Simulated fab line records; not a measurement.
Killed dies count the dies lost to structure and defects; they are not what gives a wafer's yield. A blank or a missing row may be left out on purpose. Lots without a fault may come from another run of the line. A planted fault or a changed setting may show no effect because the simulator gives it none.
Which tool is to blame? ; flow nandHarc ; Sampling: 6 lots, 18 wafers, 5 of 1302 route steps

== WHAT THE GAUGES READ, wafer by wafer ==
NHARC_END_SORT_01.
lot;measured;on;killedAtPeriphery
L830;day 25 16:12;prober-01;1 3 3
L838;day 32 17:05;prober-02;4 3 2
L848;day 34 00:11;prober-02;2 9 7

== WHICH TOOL RAN EACH LOT (tool, then ch and the chambers of the sampled wafers, then the start) ==
lot;NHARC_P_ZERO_WELL_STRIP_15;NHARC_P_ZERO_WELL_DESCUM_39;NHARC_P_ZERO_WELL_DESCUM_54;NHARC_P_STI_DESCUM_14
L827;wetBench-04 ch 3,4,6, day 1 17:51;rieDiel-04 ch 0,3, day 1 20:17;rieDiel-03 ch 0,1, day 1 21:56;rieDiel-09 ch 0,2,3, day 2 15:11
L830;wetBench-05 ch 0,5,6, day 2 23:50;rieDiel-05 ch 0,2, day 3 02:25;rieDiel-05 ch 1,3, day 3 04:05;rieDiel-09 ch 1,3, day 3 21:08
L838;wetBench-04 ch 3,4,6, day 6 08:08;rieDiel-03 ch 1,3, day 6 10:41;rieDiel-04 ch 0,2,3, day 6 12:21;rieDiel-09 ch 0,2, day 7 05:35
L841;wetBench-05 ch 1,5,7, day 7 13:56;rieDiel-03 ch 1,2, day 7 16:16;rieDiel-03 ch 0,1,3, day 7 17:55;rieDiel-13 ch 0,2,3, day 8 12:16
L844;wetBench-05 ch 2,5,6, day 8 19:49;rieDiel-03 ch 1,2,3, day 8 22:18;rieDiel-05 ch 2,3, day 9 00:13;rieDiel-13 ch 0,2,3, day 9 19:29
L848;wetBench-05 ch 2,3,6, day 10 11:48;rieDiel-03 ch 1,3, day 10 14:16;rieDiel-03 ch 1,2, day 10 15:48;rieDiel-13 ch 0,1, day 11 08:35
- NHARC_P_ZERO_WELL_STRIP_15: strips in SPM, time 900 s.
- NHARC_P_ZERO_WELL_DESCUM_39: chemistry O2, time 3 s.
- NHARC_P_ZERO_WELL_DESCUM_54: chemistry O2, time 3 s.
- NHARC_P_STI_DESCUM_14: chemistry O2, time 3 s.

== THE ANSWER, worked out from the rows above alone ==
Rule: usual is defined by the lots themselves. Put in order of their means at a reading, lots are off if they are a third of the lots or fewer, leave a main group of 4 or more, and stand apart from it by a gap of 3 or more times the standard deviation of the main group's means; of several such gaps the widest counts. Not used: any main group whose means are identical at the precision the tables above print for the reading. A lot without any number at a reading at which 4 lots or more have one is off too. All remaining lots with rows at the step are treated as sound.
Nothing can be told from this: no lot is off at any reading shown.

== WHAT WAS PUT IN BY THE SIMULATOR ==
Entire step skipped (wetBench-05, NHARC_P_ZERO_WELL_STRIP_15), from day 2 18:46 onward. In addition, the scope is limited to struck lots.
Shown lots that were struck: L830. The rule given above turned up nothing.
